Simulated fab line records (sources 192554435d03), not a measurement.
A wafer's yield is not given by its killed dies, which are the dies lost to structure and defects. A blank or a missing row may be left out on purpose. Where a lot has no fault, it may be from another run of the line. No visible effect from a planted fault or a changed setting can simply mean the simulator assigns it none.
Split-lot experiment + flow n5-finfet + route with 1938 steps; 7 lots, 21 wafers read

## ABOUT THE SPLIT
At N5_ZERO_LAYER_EXPOSE_08 (exposes mask ZERO, defocus 0 nm, target cd 2000 nm), the setting dose-mj was moved away from the recipe's 16.2 on 6 of the 21 wafers read, by -6.7% to +6.9%. This setting was run at the recipe's value on the other wafers.

## FROM THE SPLIT TO THE READING: what the file shows between them, 3 steps
- N5_ZERO_LAYER_PEB_09
- N5_ZERO_LAYER_DEVELOP_10: develop time 60 s
- N5_ZERO_LAYER_HARDBAKE_23: time 120 s

## THE READING
At N5_ZERO_LAYER_CD_MEAS_11: cd-nm in nanometres, against a target cd of 2000 nm. Fault-free wafers of this fab line usually give 1999.4 nm, standard deviation 1.6 nm.

| wafer  | tool, chamber at the split | dose-mj as run | against the recipe | cd-nm, nm | against lot-mates on the recipe |
|--------|----------------------------|----------------|--------------------|-----------|---------------------------------|
| L074.1 | krf-scanner-02, 0          | 16.2           | recipe             | 1999.6    | -                               |
| L074.5 | krf-scanner-02, 0          | 16.2           | recipe             | 1998.9    | -                               |
| L074.6 | krf-scanner-02, 0          | 16.78          | +3.6%              | 2006.6    | +7.3                            |
| L077.1 | krf-scanner-02, 0          | 16.2           | recipe             | 1999.7    | -                               |
| L077.2 | krf-scanner-02, 0          | 16.2           | recipe             | 1997.7    | -                               |
| L077.3 | krf-scanner-02, 0          | 16.96          | +4.7%              | 2007.1    | +8.4                            |
| L082.1 | krf-scanner-01, 0          | 16.2           | recipe             | 1999.1    | -                               |
| L082.4 | krf-scanner-01, 0          | 16.2           | recipe             | 1997.8    | -                               |
| L082.5 | krf-scanner-01, 0          | 16.2           | recipe             | 1999.0    | -                               |
| L083.3 | krf-scanner-02, 0          | 17.31          | +6.9%              | 2013.4    | +10.9                           |
| L083.4 | krf-scanner-02, 0          | 17.31          | +6.9%              | 2014.0    | +11.5                           |
| L083.6 | krf-scanner-02, 0          | 16.2           | recipe             | 2002.5    | -                               |
| L091.1 | krf-scanner-01, 0          | 16.2           | recipe             | 1998.6    | -                               |
| L091.2 | krf-scanner-01, 0          | 16.2           | recipe             | 2000.3    | -                               |
| L091.4 | krf-scanner-01, 0          | 16.2           | recipe             | 1998.4    | -                               |
| L092.2 | krf-scanner-02, 0          | 16.2           | recipe             | 2004.4    | -                               |
| L092.5 | krf-scanner-02, 0          | 15.11          | -6.7%              | 1987.4    | -17.0                           |
| L092.6 | krf-scanner-02, 0          | 15.11          | -6.7%              | 1988.2    | -16.2                           |
| L094.1 | krf-scanner-02, 0          | 16.2           | recipe             | 1999.7    | -                               |
| L094.3 | krf-scanner-02, 0          | 16.2           | recipe             | 2001.2    | -                               |
| L094.5 | krf-scanner-02, 0          | 16.2           | recipe             | 2001.4    | -                               |

FIT RESULTS
A straight line over all 21 wafers: cd-nm changes by +1.87 nm for each +1% of dose-mj; r = +0.97; the points scatter about the line by 1.7 nm.
The same after taking each lot's own level away (the mean of its wafers on the recipe; 21 wafers): +2.04 nm for each +1%; r = +0.98; scatter 1.3 nm.
Per that fit: largest dose-mj move, reading shift of 14 nm.
Across the lots, their own levels run from 1998.63 to 2004.40 nm, a range of 3.6 times the standard deviation given above.
The two slopes agree, so the slope changes little with the lot-to-lot level.
Check: for one of the wafers moved furthest among these (+6.9%), held out of the fit, the line's prediction against its lot-mates is +14.2 nm. It came out at +10.9 nm against them.

## THE WHOLE CHAIN: every reading that the file lists as answering this split, in the file's order
| step                     | what it does             | reading                                                           | change (the file's fit)              | r (the file's) |
|--------------------------|--------------------------|-------------------------------------------------------------------|--------------------------------------|----------------|
| N5_ZERO_LAYER_CD_MEAS_11 | target cd 2000 nm        | cd-nm                                                             | +2 nm for each +1% of the setting    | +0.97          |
| N5_ZERO_LAYER_DESCUM_16  | chemistry O2, time 7.9 s | ZERO_LAYER.cd-nm (the simulator's own value, which no gauge read) | +2.01 nm for each +1% of the setting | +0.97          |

## THE FILE'S OWN FIT
cd-nm changes by +2 nm for each +1% of dose-mj, r = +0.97.
